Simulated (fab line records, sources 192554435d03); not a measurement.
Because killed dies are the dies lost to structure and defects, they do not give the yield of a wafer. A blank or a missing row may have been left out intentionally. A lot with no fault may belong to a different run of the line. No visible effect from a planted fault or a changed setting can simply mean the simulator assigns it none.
fab line records / flow n5Finfet / part 2 of 2: steps 5 to 6 of 6
record lots=22 wafers=66 lastDay=17
route steps=1938 shown BEOL_M14@1756 BEOL_M15@1773
lots that met no fault: from a run of the same line without faults
startH: hours from the record's opening day to when the first of the lot's shown wafers began / waitH: hours since the lot's step before / " same as the row above / L1.1+2: several wafers, shown together as one row / - no value, or no start was given / * or withheld: withheld / < > ~ a bound
route shown NAME@n: names a module that has steps shown in the file, with the first one's number in the route / usual: mean/standard deviation taken from wafers without a fault / same: alike in all rows / chamber/n: place in a boat / sites: each site's reading / _std_site: standard deviation of those values / _edge_site: the outer-site mean with the inner-site mean subtracted / radiusMm: for every site, how far away it sits from the centre of the wafer / mask NAME#n: copy n / behind: tool/chamber where the wafer was last shaped / hold: what put the lot on hold/how long, in hours/how the hold closed / device: the transistor (n, p or np) that didn't switch / end of line: tests of these same wafers at the route's end / a step given without rows: its recipe and nothing more / killed: dies lost to structure and defects at the first sort, not the wafer's yield / map: the dies of a wafer, with x for killed, . for not killed, _ for no die there
set.NAME: setting as actually run; set.NAME@STEP: the setting as run at that earlier step / model.NAME: the simulator's own value behind a step, which no gauge read
the route's steps for a sample of lots (tables are steps, rows are wafers)
services: when a tool's chamber went out of use (startH, in hours from the record's first day, below 0 if earlier), for how many hours, and the reason
## steps
# step N5_BEOL_M15_ETCH_61
# recipe chemistry=N2/H2 target=BARC targetDepthA=890 overetchA=267 timeS=67.9 ionEnergyEv=200 pressureMtorr=30 sourceW=840 biasW=150 n2FlowSccm=200 h2FlowSccm=200
# usual drypumpMotorCurrentA=5.7/0.31 oesProductAu=0.66/0.073 rfVppV=524.2/2.6 showerheadPlenumPTorr=2.56/0.097 throttleValvePct=17.98/0.2
lot.wafer=L074.1 tool=rieDiel-03 chamber=3 startH=245.49 waitH=0.0 drypumpMotorCurrentA=5.2 oesProductAu=0.62 rfHoursCounterH=200 rfVppV=523.4 showerheadPlenumPTorr=2.52 throttleValvePct=18.12
lot.wafer=L074.2 tool=rieDiel-03 chamber=0 startH=245.49 waitH=0.0 drypumpMotorCurrentA=5.4 oesProductAu=0.60 rfHoursCounterH=220 rfVppV=523.3 showerheadPlenumPTorr=2.52 throttleValvePct=18.20
lot.wafer=L074.3 tool=rieDiel-03 chamber=1 startH=245.49 waitH=0.0 drypumpMotorCurrentA=6.2 oesProductAu=0.59 rfHoursCounterH=213 rfVppV=521.6 showerheadPlenumPTorr=2.42 throttleValvePct=18.15
lot.wafer=L075.2 tool=rieDiel-05 chamber=0 startH=247.12 waitH=0.0 drypumpMotorCurrentA=5.9 oesProductAu=0.63 rfHoursCounterH=169 rfVppV=521.0 showerheadPlenumPTorr=2.42 throttleValvePct=18.02
lot.wafer=L075.3 tool=rieDiel-05 chamber=1 startH=247.12 waitH=0.0 drypumpMotorCurrentA=5.8 oesProductAu=0.61 rfHoursCounterH=185 rfVppV=524.2 showerheadPlenumPTorr=2.51 throttleValvePct=17.60
lot.wafer=L075.6 tool=rieDiel-05 chamber=3 startH=247.12 waitH=0.0 drypumpMotorCurrentA=6.1 oesProductAu=0.74 rfHoursCounterH=- rfVppV=528.3 showerheadPlenumPTorr=2.70 throttleValvePct=18.03
lot.wafer=L077.1 tool=rieDiel-06 chamber=2 startH=257.34 waitH=0.0 drypumpMotorCurrentA=5.5 oesProductAu=0.59 rfHoursCounterH=231 rfVppV=523.3 showerheadPlenumPTorr=2.52 throttleValvePct=17.97
lot.wafer=L077.2 tool=rieDiel-06 chamber=0 startH=257.34 waitH=0.0 drypumpMotorCurrentA=5.8 oesProductAu=0.61 rfHoursCounterH=175 rfVppV=525.4 showerheadPlenumPTorr=2.51 throttleValvePct=18.12
lot.wafer=L077.5 tool=rieDiel-06 chamber=0 startH=257.34 waitH=0.0 drypumpMotorCurrentA=5.8 oesProductAu=0.61 rfHoursCounterH=- rfVppV=523.4 showerheadPlenumPTorr=2.51 throttleValvePct=18.10
lot.wafer=L078.2 tool=rieDiel-03 chamber=0 startH=265.95 waitH=0.0 drypumpMotorCurrentA=5.4 oesProductAu=0.60 rfHoursCounterH=227 rfVppV=522.8 showerheadPlenumPTorr=2.51 throttleValvePct=18.21
lot.wafer=L078.4 tool=rieDiel-03 chamber=2 startH=265.95 waitH=0.0 drypumpMotorCurrentA=5.6 oesProductAu=0.75 rfHoursCounterH=21 rfVppV=528.4 showerheadPlenumPTorr=2.71 throttleValvePct=17.69
lot.wafer=L078.6 tool=rieDiel-03 chamber=2 startH=265.95 waitH=0.0 drypumpMotorCurrentA=5.5 oesProductAu=0.76 rfHoursCounterH=- rfVppV=527.7 showerheadPlenumPTorr=2.71 throttleValvePct=17.70
lot.wafer=L079.1 tool=rieDiel-03 chamber=2 startH=278.02 waitH=0.0 drypumpMotorCurrentA=5.5 oesProductAu=0.75 rfHoursCounterH=25 rfVppV=528.5 showerheadPlenumPTorr=2.71 throttleValvePct=17.69
lot.wafer=L079.2 tool=rieDiel-03 chamber=0 startH=278.02 waitH=0.0 drypumpMotorCurrentA=5.4 oesProductAu=0.60 rfHoursCounterH=231 rfVppV=522.4 showerheadPlenumPTorr=2.51 throttleValvePct=18.22
lot.wafer=L079.4 tool=rieDiel-03 chamber=3 startH=278.02 waitH=0.0 drypumpMotorCurrentA=5.3 oesProductAu=0.61 rfHoursCounterH=212 rfVppV=523.4 showerheadPlenumPTorr=2.52 throttleValvePct=18.13
lot.wafer=L080.2 tool=rieDiel-03 chamber=1 startH=280.79 waitH=0.0 drypumpMotorCurrentA=6.3 oesProductAu=0.59 rfHoursCounterH=225 rfVppV=519.8 showerheadPlenumPTorr=2.41 throttleValvePct=18.17
lot.wafer=L080.3 tool=rieDiel-03 chamber=2 startH=280.79 waitH=0.0 drypumpMotorCurrentA=5.5 oesProductAu=0.74 rfHoursCounterH=26 rfVppV=528.4 showerheadPlenumPTorr=2.71 throttleValvePct=17.69
lot.wafer=L080.6 tool=rieDiel-03 chamber=2 startH=280.79 waitH=0.0 drypumpMotorCurrentA=5.5 oesProductAu=0.74 rfHoursCounterH=- rfVppV=529.3 showerheadPlenumPTorr=2.71 throttleValvePct=17.70
lot.wafer=L082.2 tool=rieDiel-05 chamber=1 startH=294.61 waitH=0.0 drypumpMotorCurrentA=5.7 oesProductAu=0.60 rfHoursCounterH=199 rfVppV=523.0 showerheadPlenumPTorr=2.51 throttleValvePct=17.63
lot.wafer=L082.3 tool=rieDiel-05 chamber=2 startH=294.61 waitH=0.0 drypumpMotorCurrentA=5.6 oesProductAu=0.70 rfHoursCounterH=78 rfVppV=524.4 showerheadPlenumPTorr=2.57 throttleValvePct=17.74
lot.wafer=L082.6 tool=rieDiel-05 chamber=1 startH=294.61 waitH=0.0 drypumpMotorCurrentA=5.7 oesProductAu=0.60 rfHoursCounterH=- rfVppV=524.5 showerheadPlenumPTorr=2.51 throttleValvePct=17.61
lot.wafer=L083.3 tool=rieDiel-06 chamber=3 startH=295.24 waitH=0.0 drypumpMotorCurrentA=5.8 oesProductAu=0.72 rfHoursCounterH=72 rfVppV=523.5 showerheadPlenumPTorr=2.58 throttleValvePct=18.09
lot.wafer=L083.4 tool=rieDiel-06 chamber=0 startH=295.24 waitH=0.0 drypumpMotorCurrentA=5.8 oesProductAu=0.61 rfHoursCounterH=184 rfVppV=523.0 showerheadPlenumPTorr=2.51 throttleValvePct=18.10
lot.wafer=L083.5 tool=rieDiel-06 chamber=0 startH=295.24 waitH=0.0 drypumpMotorCurrentA=5.8 oesProductAu=0.61 rfHoursCounterH=- rfVppV=523.4 showerheadPlenumPTorr=2.51 throttleValvePct=18.12
lot.wafer=L081.1 tool=rieDiel-03 chamber=1 startH=295.75 waitH=0.0 drypumpMotorCurrentA=6.2 oesProductAu=0.59 rfHoursCounterH=230 rfVppV=520.6 showerheadPlenumPTorr=2.41 throttleValvePct=18.17
lot.wafer=L081.3 tool=rieDiel-03 chamber=3 startH=295.75 waitH=0.0 drypumpMotorCurrentA=5.2 oesProductAu=0.61 rfHoursCounterH=218 rfVppV=522.5 showerheadPlenumPTorr=2.52 throttleValvePct=18.14
lot.wafer=L081.6 tool=rieDiel-03 chamber=3 startH=295.75 waitH=0.0 drypumpMotorCurrentA=5.2 oesProductAu=0.61 rfHoursCounterH=- rfVppV=523.5 showerheadPlenumPTorr=2.52 throttleValvePct=18.14
lot.wafer=L084.1 tool=rieDiel-05 chamber=1 startH=306.16 waitH=0.0 drypumpMotorCurrentA=5.7 oesProductAu=0.60 rfHoursCounterH=203 rfVppV=522.1 showerheadPlenumPTorr=2.51 throttleValvePct=17.63
lot.wafer=L084.2 tool=rieDiel-05 chamber=0 startH=306.16 waitH=0.0 drypumpMotorCurrentA=5.8 oesProductAu=0.62 rfHoursCounterH=187 rfVppV=522.4 showerheadPlenumPTorr=2.42 throttleValvePct=18.05
lot.wafer=L084.4 tool=rieDiel-05 chamber=2 startH=306.16 waitH=0.0 drypumpMotorCurrentA=5.6 oesProductAu=0.70 rfHoursCounterH=82 rfVppV=524.9 showerheadPlenumPTorr=2.57 throttleValvePct=17.73
lot.wafer=L086.2 tool=rieDiel-03 chamber=2 startH=308.06 waitH=0.0 drypumpMotorCurrentA=5.5 oesProductAu=0.73 rfHoursCounterH=35 rfVppV=527.2 showerheadPlenumPTorr=2.70 throttleValvePct=17.71
lot.wafer=L086.3 tool=rieDiel-03 chamber=3 startH=308.06 waitH=0.0 drypumpMotorCurrentA=5.3 oesProductAu=0.61 rfHoursCounterH=222 rfVppV=522.6 showerheadPlenumPTorr=2.52 throttleValvePct=18.15
lot.wafer=L086.4 tool=rieDiel-03 chamber=0 startH=308.06 waitH=0.0 drypumpMotorCurrentA=5.4 oesProductAu=0.59 rfHoursCounterH=241 rfVppV=522.5 showerheadPlenumPTorr=2.51 throttleValvePct=18.25
lot.wafer=L085.1 tool=rieDiel-06 chamber=0 startH=321.01 waitH=0.0 drypumpMotorCurrentA=5.8 oesProductAu=0.60 rfHoursCounterH=193 rfVppV=523.1 showerheadPlenumPTorr=2.51 throttleValvePct=18.15
lot.wafer=L085.4 tool=rieDiel-06 chamber=0 startH=321.01 waitH=0.0 drypumpMotorCurrentA=5.8 oesProductAu=0.60 rfHoursCounterH=- rfVppV=523.8 showerheadPlenumPTorr=2.50 throttleValvePct=18.12
lot.wafer=L085.5 tool=rieDiel-06 chamber=1 startH=321.01 waitH=0.0 drypumpMotorCurrentA=5.9 oesProductAu=0.61 rfHoursCounterH=- rfVppV=526.7 showerheadPlenumPTorr=2.63 throttleValvePct=18.10
lot.wafer=L087.4 tool=rieDiel-06 chamber=0 startH=321.61 waitH=0.0 drypumpMotorCurrentA=5.8 oesProductAu=0.61 rfHoursCounterH=- rfVppV=521.2 showerheadPlenumPTorr=2.50 throttleValvePct=18.14
lot.wafer=L087.5 tool=rieDiel-06 chamber=1 startH=321.61 waitH=0.0 drypumpMotorCurrentA=5.9 oesProductAu=0.60 rfHoursCounterH=- rfVppV=525.1 showerheadPlenumPTorr=2.63 throttleValvePct=18.09
lot.wafer=L087.6 tool=rieDiel-06 chamber=3 startH=321.61 waitH=0.0 drypumpMotorCurrentA=5.8 oesProductAu=0.71 rfHoursCounterH=- rfVppV=524.0 showerheadPlenumPTorr=2.57 throttleValvePct=18.12
lot.wafer=L088.2 tool=rieDiel-03 chamber=2 startH=323.67 waitH=0.0 drypumpMotorCurrentA=5.5 oesProductAu=0.72 rfHoursCounterH=40 rfVppV=527.6 showerheadPlenumPTorr=2.70 throttleValvePct=17.72
lot.wafer=L088.4 tool=rieDiel-03 chamber=0 startH=323.67 waitH=0.0 drypumpMotorCurrentA=5.4 oesProductAu=0.59 rfHoursCounterH=245 rfVppV=523.1 showerheadPlenumPTorr=2.51 throttleValvePct=18.26
lot.wafer=L088.6 tool=rieDiel-03 chamber=3 startH=323.67 waitH=0.0 drypumpMotorCurrentA=5.2 oesProductAu=0.61 rfHoursCounterH=- rfVppV=524.9 showerheadPlenumPTorr=2.51 throttleValvePct=18.15
lot.wafer=L089.2 tool=rieDiel-06 chamber=3 startH=325.29 waitH=0.0 drypumpMotorCurrentA=5.8 oesProductAu=0.71 rfHoursCounterH=83 rfVppV=523.4 showerheadPlenumPTorr=2.57 throttleValvePct=18.11
lot.wafer=L089.3 tool=rieDiel-06 chamber=0 startH=325.29 waitH=0.0 drypumpMotorCurrentA=5.9 oesProductAu=0.60 rfHoursCounterH=195 rfVppV=523.7 showerheadPlenumPTorr=2.50 throttleValvePct=18.13
lot.wafer=L089.6 tool=rieDiel-06 chamber=1 startH=325.29 waitH=0.0 drypumpMotorCurrentA=5.9 oesProductAu=0.60 rfHoursCounterH=- rfVppV=526.1 showerheadPlenumPTorr=2.63 throttleValvePct=18.10
lot.wafer=L090.4 tool=rieDiel-03 chamber=2 startH=346.66 waitH=0.0 drypumpMotorCurrentA=5.5 oesProductAu=0.72 rfHoursCounterH=- rfVppV=527.9 showerheadPlenumPTorr=2.70 throttleValvePct=17.73
lot.wafer=L090.5 tool=rieDiel-03 chamber=1 startH=346.66 waitH=0.0 drypumpMotorCurrentA=6.3 oesProductAu=0.58 rfHoursCounterH=- rfVppV=521.3 showerheadPlenumPTorr=2.40 throttleValvePct=18.20
lot.wafer=L090.6 tool=rieDiel-03 chamber=3 startH=346.66 waitH=0.0 drypumpMotorCurrentA=5.2 oesProductAu=0.60 rfHoursCounterH=- rfVppV=521.9 showerheadPlenumPTorr=2.51 throttleValvePct=18.16
lot.wafer=L091.1 tool=rieDiel-05 chamber=2 startH=349.18 waitH=0.0 drypumpMotorCurrentA=5.6 oesProductAu=0.69 rfHoursCounterH=94 rfVppV=525.9 showerheadPlenumPTorr=2.56 throttleValvePct=17.77
lot.wafer=L091.4 tool=rieDiel-05 chamber=0 startH=349.18 waitH=0.0 drypumpMotorCurrentA=5.9 oesProductAu=0.61 rfHoursCounterH=201 rfVppV=519.9 showerheadPlenumPTorr=2.41 throttleValvePct=18.08
lot.wafer=L091.5 tool=rieDiel-05 chamber=2 startH=349.18 waitH=0.0 drypumpMotorCurrentA=5.6 oesProductAu=0.69 rfHoursCounterH=- rfVppV=524.2 showerheadPlenumPTorr=2.56 throttleValvePct=17.76
lot.wafer=L093.1 tool=rieDiel-05 chamber=0 startH=361.20 waitH=0.0 drypumpMotorCurrentA=5.9 oesProductAu=0.61 rfHoursCounterH=206 rfVppV=520.5 showerheadPlenumPTorr=2.41 throttleValvePct=18.09
lot.wafer=L093.3 tool=rieDiel-05 chamber=2 startH=361.20 waitH=0.0 drypumpMotorCurrentA=5.6 oesProductAu=0.68 rfHoursCounterH=98 rfVppV=525.4 showerheadPlenumPTorr=2.56 throttleValvePct=17.77
lot.wafer=L093.4 tool=rieDiel-05 chamber=3 startH=361.20 waitH=0.0 drypumpMotorCurrentA=6.1 oesProductAu=0.69 rfHoursCounterH=69 rfVppV=528.4 showerheadPlenumPTorr=2.68 throttleValvePct=18.07
lot.wafer=L094.4 tool=rieDiel-06 chamber=2 startH=367.19 waitH=0.0 drypumpMotorCurrentA=5.5 oesProductAu=0.83 rfHoursCounterH=10 rfVppV=522.9 showerheadPlenumPTorr=2.51 throttleValvePct=17.53
lot.wafer=L094.5 tool=rieDiel-06 chamber=3 startH=367.19 waitH=0.0 drypumpMotorCurrentA=5.8 oesProductAu=0.71 rfHoursCounterH=- rfVppV=524.7 showerheadPlenumPTorr=2.57 throttleValvePct=18.12
lot.wafer=L094.6 tool=rieDiel-06 chamber=2 startH=367.19 waitH=0.0 drypumpMotorCurrentA=5.6 oesProductAu=0.83 rfHoursCounterH=- rfVppV=523.6 showerheadPlenumPTorr=2.51 throttleValvePct=17.54
lot.wafer=L095.2 tool=rieDiel-03 chamber=2 startH=369.79 waitH=0.0 drypumpMotorCurrentA=5.6 oesProductAu=0.70 rfHoursCounterH=55 rfVppV=527.6 showerheadPlenumPTorr=2.70 throttleValvePct=17.75
lot.wafer=L095.3 tool=rieDiel-03 chamber=3 startH=369.79 waitH=0.0 drypumpMotorCurrentA=5.2 oesProductAu=0.60 rfHoursCounterH=243 rfVppV=523.6 showerheadPlenumPTorr=2.51 throttleValvePct=18.19
lot.wafer=L095.5 tool=rieDiel-03 chamber=0 startH=369.79 waitH=0.0 drypumpMotorCurrentA=5.4 oesProductAu=0.82 rfHoursCounterH=- rfVppV=522.9 showerheadPlenumPTorr=2.50 throttleValvePct=17.75
lot.wafer=L096.1 tool=rieDiel-03 chamber=0 startH=388.46 waitH=0.0 drypumpMotorCurrentA=5.4 oesProductAu=0.80 rfHoursCounterH=12 rfVppV=523.4 showerheadPlenumPTorr=2.50 throttleValvePct=17.78
lot.wafer=L096.2 tool=rieDiel-03 chamber=2 startH=388.46 waitH=0.0 drypumpMotorCurrentA=5.5 oesProductAu=0.70 rfHoursCounterH=63 rfVppV=528.4 showerheadPlenumPTorr=2.69 throttleValvePct=17.77
lot.wafer=L096.3 tool=rieDiel-03 chamber=3 startH=388.46 waitH=0.0 drypumpMotorCurrentA=5.2 oesProductAu=0.59 rfHoursCounterH=250 rfVppV=522.6 showerheadPlenumPTorr=2.50 throttleValvePct=18.19
lot.wafer=L097.3 tool=rieDiel-03 chamber=0 startH=388.77 waitH=0.0 drypumpMotorCurrentA=5.4 oesProductAu=0.79 rfHoursCounterH=12 rfVppV=521.3 showerheadPlenumPTorr=2.50 throttleValvePct=17.77
lot.wafer=L097.4 tool=rieDiel-03 chamber=1 startH=388.77 waitH=0.0 drypumpMotorCurrentA=6.2 oesProductAu=0.83 rfHoursCounterH=- rfVppV=526.6 showerheadPlenumPTorr=2.72 throttleValvePct=17.80
lot.wafer=L097.6 tool=rieDiel-03 chamber=2 startH=388.77 waitH=0.0 drypumpMotorCurrentA=5.5 oesProductAu=0.70 rfHoursCounterH=- rfVppV=527.7 showerheadPlenumPTorr=2.69 throttleValvePct=17.77
# step N5_BEOL_M15_INSPECT_55
# recipe inspectInstrument=darkfield mode=postDep
# usual rawDefectCount=80/24
lot.wafer=L074.1 tool=defectInspect-01 chamber=- startH=248.79 waitH=0.0 rawDefectCount=89
lot.wafer=L074.2 tool=defectInspect-01 chamber=- startH=248.79 waitH=0.0 rawDefectCount=55
lot.wafer=L074.3 tool=defectInspect-01 chamber=- startH=248.79 waitH=0.0 rawDefectCount=70
lot.wafer=L075.2 tool=defectInspect-02 chamber=- startH=249.28 waitH=0.0 rawDefectCount=80
lot.wafer=L075.3 tool=defectInspect-02 chamber=- startH=249.28 waitH=0.0 rawDefectCount=74
lot.wafer=L075.6 tool=defectInspect-02 chamber=- startH=249.28 waitH=0.0 rawDefectCount=65
lot.wafer=L077.1 tool=defectInspect-02 chamber=- startH=261.45 waitH=0.0 rawDefectCount=69
lot.wafer=L077.2 tool=defectInspect-02 chamber=- startH=261.45 waitH=0.0 rawDefectCount=60
lot.wafer=L077.5 tool=defectInspect-02 chamber=- startH=261.45 waitH=0.0 rawDefectCount=51
lot.wafer=L078.2 tool=defectInspect-01 chamber=- startH=268.82 waitH=0.0 rawDefectCount=55
lot.wafer=L078.4 tool=defectInspect-01 chamber=- startH=268.82 waitH=0.0 rawDefectCount=29
lot.wafer=L078.6 tool=defectInspect-01 chamber=- startH=268.82 waitH=0.0 rawDefectCount=44
lot.wafer=L079.1 tool=defectInspect-01 chamber=- startH=282.80 waitH=0.0 rawDefectCount=101
lot.wafer=L079.2 tool=defectInspect-01 chamber=- startH=282.80 waitH=0.0 rawDefectCount=133
lot.wafer=L079.4 tool=defectInspect-01 chamber=- startH=282.80 waitH=0.0 rawDefectCount=88
lot.wafer=L080.2 tool=defectInspect-02 chamber=- startH=284.53 waitH=0.0 rawDefectCount=76
lot.wafer=L080.3 tool=defectInspect-02 chamber=- startH=284.53 waitH=0.0 rawDefectCount=50
lot.wafer=L080.6 tool=defectInspect-02 chamber=- startH=284.53 waitH=0.0 rawDefectCount=89
lot.wafer=L082.2 tool=defectInspect-01 chamber=- startH=296.80 waitH=0.0 rawDefectCount=88
lot.wafer=L082.3 tool=defectInspect-01 chamber=- startH=296.80 waitH=0.0 rawDefectCount=103
lot.wafer=L082.6 tool=defectInspect-01 chamber=- startH=296.80 waitH=0.0 rawDefectCount=77
lot.wafer=L083.3 tool=defectInspect-02 chamber=- startH=297.68 waitH=0.0 rawDefectCount=115
lot.wafer=L083.4 tool=defectInspect-02 chamber=- startH=297.68 waitH=0.0 rawDefectCount=67
lot.wafer=L083.5 tool=defectInspect-02 chamber=- startH=297.68 waitH=0.0 rawDefectCount=100
lot.wafer=L081.1 tool=defectInspect-01 chamber=- startH=297.80 waitH=0.0 rawDefectCount=93
lot.wafer=L081.3 tool=defectInspect-01 chamber=- startH=297.80 waitH=0.0 rawDefectCount=63
lot.wafer=L081.6 tool=defectInspect-01 chamber=- startH=297.80 waitH=0.0 rawDefectCount=74
lot.wafer=L084.1 tool=defectInspect-02 chamber=- startH=310.05 waitH=0.0 rawDefectCount=204
lot.wafer=L084.2 tool=defectInspect-02 chamber=- startH=310.05 waitH=0.0 rawDefectCount=75
lot.wafer=L084.4 tool=defectInspect-02 chamber=- startH=310.05 waitH=0.0 rawDefectCount=104
lot.wafer=L086.2 tool=defectInspect-01 chamber=- startH=313.44 waitH=0.0 rawDefectCount=30
lot.wafer=L086.3 tool=defectInspect-01 chamber=- startH=313.44 waitH=0.0 rawDefectCount=110
lot.wafer=L086.4 tool=defectInspect-01 chamber=- startH=313.44 waitH=0.0 rawDefectCount=65
lot.wafer=L085.1 tool=defectInspect-02 chamber=- startH=323.46 waitH=0.0 rawDefectCount=61
lot.wafer=L085.4 tool=defectInspect-02 chamber=- startH=323.46 waitH=0.0 rawDefectCount=69
lot.wafer=L085.5 tool=defectInspect-02 chamber=- startH=323.46 waitH=0.0 rawDefectCount=86
lot.wafer=L087.4 tool=defectInspect-02 chamber=- startH=324.38 waitH=0.0 rawDefectCount=100
lot.wafer=L087.5 tool=defectInspect-02 chamber=- startH=324.38 waitH=0.0 rawDefectCount=83
lot.wafer=L087.6 tool=defectInspect-02 chamber=- startH=324.38 waitH=0.0 rawDefectCount=50
lot.wafer=L088.2 tool=defectInspect-02 chamber=- startH=329.52 waitH=0.0 rawDefectCount=64
lot.wafer=L088.4 tool=defectInspect-02 chamber=- startH=329.52 waitH=0.0 rawDefectCount=107
lot.wafer=L088.6 tool=defectInspect-02 chamber=- startH=329.52 waitH=0.0 rawDefectCount=70
lot.wafer=L089.2 tool=defectInspect-01 chamber=- startH=329.74 waitH=0.0 rawDefectCount=127
lot.wafer=L089.3 tool=defectInspect-01 chamber=- startH=329.74 waitH=0.0 rawDefectCount=96
lot.wafer=L089.6 tool=defectInspect-01 chamber=- startH=329.74 waitH=0.0 rawDefectCount=82
lot.wafer=L090.4 tool=defectInspect-02 chamber=- startH=349.87 waitH=0.0 rawDefectCount=83
lot.wafer=L090.5 tool=defectInspect-02 chamber=- startH=349.87 waitH=0.0 rawDefectCount=51
lot.wafer=L090.6 tool=defectInspect-02 chamber=- startH=349.87 waitH=0.0 rawDefectCount=67
lot.wafer=L091.1 tool=defectInspect-01 chamber=- startH=353.71 waitH=0.0 rawDefectCount=79
lot.wafer=L091.4 tool=defectInspect-01 chamber=- startH=353.71 waitH=0.0 rawDefectCount=73
lot.wafer=L091.5 tool=defectInspect-01 chamber=- startH=353.71 waitH=0.0 rawDefectCount=63
lot.wafer=L093.1 tool=defectInspect-02 chamber=- startH=363.84 waitH=0.0 rawDefectCount=101
lot.wafer=L093.3 tool=defectInspect-02 chamber=- startH=363.84 waitH=0.0 rawDefectCount=69
lot.wafer=L093.4 tool=defectInspect-02 chamber=- startH=363.84 waitH=0.0 rawDefectCount=57
lot.wafer=L094.4 tool=defectInspect-01 chamber=- startH=369.45 waitH=0.0 rawDefectCount=79
lot.wafer=L094.5 tool=defectInspect-01 chamber=- startH=369.45 waitH=0.0 rawDefectCount=102
lot.wafer=L094.6 tool=defectInspect-01 chamber=- startH=369.45 waitH=0.0 rawDefectCount=78
lot.wafer=L095.2 tool=defectInspect-01 chamber=- startH=374.04 waitH=0.0 rawDefectCount=53
lot.wafer=L095.3 tool=defectInspect-01 chamber=- startH=374.04 waitH=0.0 rawDefectCount=86
lot.wafer=L095.5 tool=defectInspect-01 chamber=- startH=374.04 waitH=0.0 rawDefectCount=81
lot.wafer=L096.1 tool=defectInspect-01 chamber=- startH=395.42 waitH=0.0 rawDefectCount=42
lot.wafer=L096.2 tool=defectInspect-01 chamber=- startH=395.42 waitH=0.0 rawDefectCount=102
lot.wafer=L096.3 tool=defectInspect-01 chamber=- startH=395.42 waitH=0.0 rawDefectCount=102
lot.wafer=L097.3 tool=defectInspect-01 chamber=- startH=395.92 waitH=0.0 rawDefectCount=55
lot.wafer=L097.4 tool=defectInspect-01 chamber=- startH=395.92 waitH=0.0 rawDefectCount=37
lot.wafer=L097.6 tool=defectInspect-01 chamber=- startH=395.92 waitH=0.0 rawDefectCount=72
## services
tool=rieDiel-02 chamber=2 startH=231.84 hours=21.6 kind=repair
tool=pecvd-03 chamber=- startH=254.60 hours=0.9 kind=repair
tool=pecvd-04 chamber=1 startH=258.07 hours=2.8 kind=repair
tool=rieDiel-04 chamber=2 startH=265.77 hours=9.3 kind=repair
tool=rieDiel-06 chamber=0 startH=270.40 hours=9.1 kind=repair
tool=rieDiel-05 chamber=2 startH=270.47 hours=12.0 kind=repair
tool=pecvd-04 chamber=- startH=277.54 hours=5.4 kind=repair
tool=pecvd-03 chamber=1 startH=308.67 hours=4.0 kind=repair
tool=rieDiel-05 chamber=3 startH=312.55 hours=6.6 kind=repair
tool=rieDiel-05 chamber=2 startH=317.23 hours=1.2 kind=repair
tool=pecvd-02 chamber=- startH=317.75 hours=2.8 kind=pm
tool=pecvd-03 chamber=- startH=321.24 hours=0.5 kind=repair
tool=rieDiel-03 chamber=2 startH=331.22 hours=2.2 kind=repair
tool=rieDiel-03 chamber=0 startH=341.81 hours=- kind=clean
tool=rieDiel-03 chamber=0 startH=341.81 hours=- kind=consumableReplace:focusRing
tool=rieDiel-03 chamber=0 startH=341.81 hours=16.5 kind=scheduledDown
tool=pecvd-02 chamber=0 startH=345.35 hours=15.8 kind=repair
tool=pecvd-04 chamber=- startH=357.99 hours=6.0 kind=pm
tool=pecvd-02 chamber=- startH=358.11 hours=0.8 kind=pm
tool=pvdSputter-01 chamber=- startH=369.52 hours=1.8 kind=repair
tool=pecvd-02 chamber=2 startH=371.32 hours=13.7 kind=repair
tool=pvdSputter-01 chamber=- startH=371.87 hours=3.5 kind=repair
tool=pecvd-02 chamber=1 startH=377.27 hours=4.2 kind=repair
tool=pecvd-03 chamber=- startH=383.35 hours=5.9 kind=repair
